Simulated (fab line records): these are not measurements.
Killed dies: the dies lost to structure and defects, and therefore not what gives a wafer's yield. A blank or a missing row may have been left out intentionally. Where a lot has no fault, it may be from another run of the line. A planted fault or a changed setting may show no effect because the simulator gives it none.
fab line records    flow n5_finfet
record lots=6  wafers=18  last_day=16
route steps=1938 shown MIM_BOT_LITHO@1854 MIM_BOT_ETCH@1866
lots with no fault: from the same line, run without faults
start_h: the number of hours between the record's first day and the start of the first shown wafer of the lot    wait_h: how many hours have passed since the lot's step before this one    " unchanged from the row above    L1.1+2: a single row standing in for several wafers    - either no value or no given start    * or withheld: withheld    < > ~ a bound
route shown NAME@n: a module of which the file shows steps, and the number in the route of the first    usual: mean/standard deviation taken from wafers without a fault    same: alike in all rows    chamber/n: place in a boat    sites: the reading at each site    _std_site: how widely they spread, as a standard deviation    _edge_site: mean of outer sites minus mean of inner sites    radius_mm: how far each site lies from the wafer's centre    mask NAME#n: copy n    behind: the last tool/chamber to shape the wafer    hold: reason for holding the lot/hours on hold/outcome of the hold    device: the n, p or np transistor that did not switch    end of line: the same wafers' tests at the end of the route    step lacking rows: just its recipe    killed: at the first sort, the dies lost to defects and structure; wafer yield is something else    map: the dies of a wafer, with x for killed, . for not killed, _ for no die there
set.NAME: the setting that was run; set.NAME@STEP: the one run at that earlier step    model.NAME: the simulator's own value behind a step, which no gauge read
lots at selected steps of the route; one table per step, one row per wafer
services: when a tool's chamber went out of use (start_h, in hours from the record's first day, below 0 if earlier), for how many hours, and the reason
## steps
# step N5_MIM_BOT_LITHO_HMDS_01
# recipe time_s=60  temp_c=120
# step N5_MIM_BOT_LITHO_COAT_02
# recipe spin_rpm=*  resist_thk_nm=*
# step N5_MIM_BOT_LITHO_EBR_04
# recipe solvent=PGMEA  ebr_width_mm=1.5
# step N5_MIM_BOT_LITHO_SOFTBAKE_03
# recipe temp_c=100  time_s=90
# step N5_MIM_BOT_LITHO_EXPOSE_05
# recipe mask_id=MIM_BOT  na=0.55  source_shape=conventional  sigma_outer=0.8  polarization=unpolarized  dose_mj=24.25
# step N5_MIM_BOT_LITHO_PEB_06
# recipe peb_temp_c=withheld  peb_time_s=*
# step N5_MIM_BOT_LITHO_DEVELOP_07
# recipe develop_time_s=60  rinse_liquid=diw  dry=air_spin  dev_temp_c=21
# step N5_MIM_BOT_LITHO_HARDBAKE_09
# recipe temp_c=130  time_s=120
# step N5_MIM_BOT_LITHO_CD_MEAS_08
# recipe target_cd_nm=3000  landing_energy_ev=500  detector=se_inlens  polarity=opening
# usual cd_nm=2999.4/1.6
lot.wafer  tool       chamber  start_h  wait_h  cd_nm
L254.2     cd_sem-03  0        276.65   -       2998.2
L254.3     "          0        "        "       2996.8
L254.6     "          0        "        "       2997.7
L253.3     cd_sem-02  0        279.10   -       2999.6
L253.5     "          0        "        "       2999.7
L253.6     "          0        "        "       2999.2
L255.1     cd_sem-01  0        293.00   -       2999.3
L255.2     "          0        "        "       2999.9
L255.6     "          0        "        "       3000.0
L265.3     cd_sem-03  0        357.98   -       3000.1
L265.4     "          0        "        "       3000.7
L265.6     "          0        "        "       3001.2
L264.2     cd_sem-02  0        358.10   -       3001.6
L264.3     "          0        "        "       3002.7
L264.4     "          0        "        "       3000.0
L267.1     cd_sem-03  0        366.82   -       3001.6
L267.4     "          0        "        "       3000.4
L267.6     "          0        "        "       2999.7
# step N5_MIM_BOT_LITHO_OVL_MEAS_11
# recipe points_per_wafer=44
# usual MIM_BOT_OVL=3/4.8
lot.wafer  tool        chamber  start_h  wait_h  MIM_BOT_OVL[nm]
L254.2     overlay-01  0        276.68   0.0     4
L254.3     "           0        "        "       4
L254.6     "           0        "        "       9
L253.3     overlay-01  0        279.13   0.0     4
L253.5     "           0        "        "       -3
L253.6     "           0        "        "       5
L255.1     overlay-01  0        293.03   0.0     4
L255.2     "           0        "        "       5
L255.6     "           0        "        "       0
L265.3     overlay-02  0        358.00   0.0     11
L265.4     "           0        "        "       0
L265.6     "           0        "        "       3
L264.2     overlay-01  0        358.13   0.0     2
L264.3     "           0        "        "       -2
L264.4     "           0        "        "       8
L267.1     overlay-01  0        366.86   0.0     1
L267.4     "           0        "        "       8
L267.6     "           0        "        "       6
# step N5_MIM_BOT_LITHO_INSPECT_12
# recipe mode=adi  inspect_instrument=macro
# usual raw_defect_count=2.1/1.5
lot.wafer  tool               chamber  start_h  wait_h  raw_defect_count
L254.2     defect_inspect-02  -        276.70   0.0     2
L254.3     "                  -        "        "       3
L254.6     "                  -        "        "       3
L253.3     defect_inspect-02  -        279.16   0.0     2
L253.5     "                  -        "        "       0
L253.6     "                  -        "        "       3
L255.1     defect_inspect-02  -        293.05   0.0     3
L255.2     "                  -        "        "       4
L255.6     "                  -        "        "       1
L265.3     defect_inspect-02  -        358.03   0.0     1
L265.4     "                  -        "        "       4
L265.6     "                  -        "        "       4
L264.2     defect_inspect-02  -        358.15   0.0     5
L264.3     "                  -        "        "       2
L264.4     "                  -        "        "       3
L267.1     defect_inspect-01  -        366.89   0.0     1
L267.4     "                  -        "        "       1
L267.6     "                  -        "        "       2
# step N5_MIM_BOT_LITHO_DESCUM_10
# recipe chemistry=O2  time_s=7.9  source_power_w=50  bias_power_w=20  pressure_mtorr=20  rf_frequency_hz=2.712e+07  temp_c=40  o2_flow_sccm=225
# usual drypump_motor_current_A=6.0/0.45  oes_product_au=0.78/0.095  rf_vpp_V=243.0/1.2  showerhead_plenum_p_Torr=2.08/0.06  throttle_valve_pct=20.52/0.24
lot.wafer  tool         chamber  start_h  wait_h  drypump_motor_current_A  oes_product_au  rf_hours_counter_h  rf_vpp_V  showerhead_plenum_p_Torr  throttle_valve_pct
L254.2     rie_diel-02  1        276.83   0.1     5.8                      0.74            183                 243.8     2.08                      20.64
L254.3     "            2        "        "       6.7                      0.72            203                 244.6     2.17                      20.88
L254.6     "            0        "        "       6.2                      0.85            -                   243.6     2.13                      20.42
L253.3     rie_diel-01  1        279.19   0.0     6.2                      0.81            112                 244.3     2.12                      20.75
L253.5     "            3        "        "       6.7                      0.99            -                   243.5     2.15                      20.43
L253.6     "            2        "        "       5.6                      0.73            -                   241.4     2.01                      20.65
L255.1     rie_diel-02  0        293.08   0.0     6.2                      0.84            62                  242.3     2.13                      20.40
L255.2     "            2        "        "       6.6                      0.72            211                 245.1     2.17                      20.89
L255.6     "            3        "        "       5.2                      0.68            -                   241.7     2.08                      20.40
L265.3     rie_diel-01  1        358.06   0.0     6.1                      0.79            131                 243.5     2.11                      20.79
L265.4     "            3        "        "       6.7                      0.92            26                  243.7     2.14                      20.46
L265.6     "            0        "        "       5.9                      0.69            -                   242.3     1.97                      20.27
L264.2     rie_diel-01  1        358.19   0.0     6.2                      0.80            131                 242.3     2.11                      20.79
L264.3     "            0        "        "       5.9                      0.70            232                 240.4     1.97                      20.26
L264.4     "            3        "        "       6.7                      0.93            26                  245.2     2.14                      20.46
L267.1     rie_diel-02  1        366.92   0.0     5.8                      0.71            224                 241.6     2.07                      20.69
L267.4     "            3        "        "       5.2                      1.00            1                   243.5     2.07                      20.09
L267.6     "            1        "        "       5.8                      0.71            -                   244.2     2.07                      20.70
# step N5_MIM_BOT_ETCH_ETCH_04
# recipe chemistry=CF4/O2  target=SiNx  target_depth_a=260  time_s=13  ion_energy_ev=100  pressure_mtorr=40  source_w=535  bias_w=49  Ar_flow_sccm=100  cf4_flow_sccm=100  O2_flow_sccm=10
# usual drypump_motor_current_A=6.0/0.45  oes_product_au=0.78/0.096  rf_fwd_power_W=531.8/1.7  rf_vpp_V=240/3.8  showerhead_plenum_p_Torr=2.19/0.062  throttle_valve_pct=16.07/0.2
lot.wafer  tool         chamber  start_h  wait_h  drypump_motor_current_A  oes_product_au  rf_fwd_power_W  rf_hours_counter_h  rf_vpp_V  showerhead_plenum_p_Torr  throttle_valve_pct  model.etch.depth_nm
L254.2     rie_diel-02  1        276.89   0.0     5.8                      0.75            530.4           183                 237       2.19                      16.17               26.13
L254.3     "            2        "        "       6.6                      0.72            531.8           203                 239       2.28                      16.45               26.01
L254.6     "            0        "        "       6.2                      0.85            534.4           -                   240       2.25                      15.96               25.53
L253.3     rie_diel-01  1        279.26   0.0     6.1                      0.80            532.4           112                 245       2.23                      16.19               25.89
L253.5     "            3        "        "       6.7                      0.98            533.8           -                   246       2.26                      15.92               25.88
L253.6     "            2        "        "       5.6                      0.73            532.0           -                   240       2.10                      16.06               24.89
L255.1     rie_diel-02  0        293.15   0.0     6.2                      0.84            532.1           62                  238       2.25                      15.97               25.62
L255.2     "            2        "        "       6.7                      0.72            532.5           211                 239       2.28                      16.48               26.01
L255.6     "            3        "        "       5.2                      0.68            534.0           -                   239       2.20                      16.07               25.69
L265.3     rie_diel-01  1        358.13   0.0     6.1                      0.80            533.8           131                 245       2.22                      16.23               26.53
L265.4     "            3        "        "       6.7                      0.93            532.0           26                  245       2.25                      15.95               26.65
L265.6     "            0        "        "       5.9                      0.77            661.9           -                   210       2.08                      15.98               30.25
L264.2     rie_diel-01  1        358.26   0.0     6.2                      0.79            533.7           131                 244       2.22                      16.23               26.58
L264.3     "            0        "        "       5.9                      0.77            658.0           232                 210       2.08                      15.97               30.28
L264.4     "            3        "        "       6.7                      0.93            530.4           26                  245       2.25                      15.96               26.76
L267.1     rie_diel-02  1        366.99   0.0     5.8                      0.72            529.4           224                 237       2.18                      16.25               25.96
L267.4     "            3        "        "       5.2                      1.00            532.3           1                   239       2.19                      15.62               26
L267.6     "            1        "        "       5.8                      0.71            532.3           -                   237       2.18                      16.27               25.92
# step N5_MIM_BOT_ETCH_ETCH_03
# recipe chemistry=Cl2/BCl3  target_depth_a=120  pressure_mtorr=8  icp_w=800  bias_w=100  Cl2_flow_sccm=20  bcl3_flow_sccm=80
# usual drypump_motor_current_A=5.7/0.55  oes_product_au=0.76/0.12  rf_fwd_power_W=794.4/2.3  throttle_valve_pct=27.38/0.28
lot.wafer  tool          chamber  start_h  wait_h  drypump_motor_current_A  oes_product_au  rf_fwd_power_W  rf_hours_counter_h  throttle_valve_pct
L254.2     rie_metal-03  1        277.01   0.1     4.9                      0.80            797.5           -                   27.45
L254.3     "             1        "        "       4.9                      0.79            794.8           -                   27.44
L254.6     "             1        "        "       4.9                      0.79            793.6           -                   27.45
L253.3     rie_metal-01  1        279.38   0.1     5.7                      0.72            793.2           -                   27.18
L253.5     "             0        "        "       5.7                      0.68            799.9           -                   28.05
L253.6     "             1        "        "       5.7                      0.73            793.5           -                   27.17
L255.1     rie_metal-02  0        293.24   0.1     5.1                      0.65            794.1           95                  27.19
L255.2     "             1        "        "       6.5                      0.67            795.0           109                 27.18
L255.6     "             0        "        "       5.2                      0.66            794.3           -                   27.20
L265.3     rie_metal-03  1        358.25   0.1     4.9                      0.78            797.5           -                   27.46
L265.4     "             0        "        "       5.8                      0.88            794.4           -                   27.66
L265.6     "             1        "        "       4.9                      0.78            799.8           -                   27.48
L264.2     rie_metal-02  1        358.35   0.1     6.4                      0.96            798.7           2                   27.33
L264.3     "             1        "        "       6.5                      0.97            798.8           -                   27.32
L264.4     "             0        "        "       5.2                      0.64            798.8           -                   27.20
L267.1     rie_metal-02  1        367.08   0.1     6.5                      0.95            794.2           3                   27.33
L267.4     "             1        "        "       6.5                      0.95            793.9           -                   27.32
L267.6     "             1        "        "       6.5                      0.96            793.4           -                   27.32
## services
tool          chamber  start_h  hours  kind
rie_metal-03  0        261.91   -      clean
rie_metal-03  0        261.91   17.3   scheduled_down
rie_metal-03  0        261.91   17.3   vent_cycle
rie_diel-01   1        269.22   5.2    repair
rie_diel-01   -        280.26   14.6   pm
rie_diel-01   1        315.35   8.1    repair
rie_metal-03  1        315.84   18.4   repair
rie_diel-02   1        318.16   4.5    repair
rie_diel-02   3        322.29   6.9    repair
rie_metal-02  1        328.68   -      clean
rie_metal-02  1        328.68   18.1   scheduled_down
rie_metal-02  1        328.68   18.1   vent_cycle
rie_diel-02   3        343.56   -      clean
rie_diel-02   3        343.56   -      consumable_replace:focus_ring
rie_diel-02   3        343.56   21.9   scheduled_down
rie_diel-02   3        343.56   21.9   vent_cycle
rie_metal-01  0        346.92   -      clean
rie_metal-01  0        346.92   19.3   scheduled_down
rie_metal-01  0        346.92   19.3   vent_cycle
rie_metal-02  -        366.12   0.7    repair
## key
first_sign step=N5_MIM_BOT_ETCH_ETCH_04  reading=rf_fwd_power_W  direction=up  sigmas=78  usual=*  struck=*
effect step=N5_MIM_BOT_ETCH_ETCH_04  reading=rf_vpp_V  direction=down  sigmas=7.9  usual=240  struck=210
model_effect step=N5_MIM_BOT_ETCH_ETCH_04  value=etch.depth_nm  without=25.09  struck=30.27
met_at N5_MIM_BOT_ETCH_ETCH_04
struck_wafers L264.3,L265.6
fault kind=process_parameter_drift  tool=rie_diel-01  chamber=0  onset_h=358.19  steps=N5_MIM_BOT_ETCH_ETCH_04  channel=source_w  offset=128.4  shape=step  end_h=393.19  acts_in=these_recipes_only  stated=535
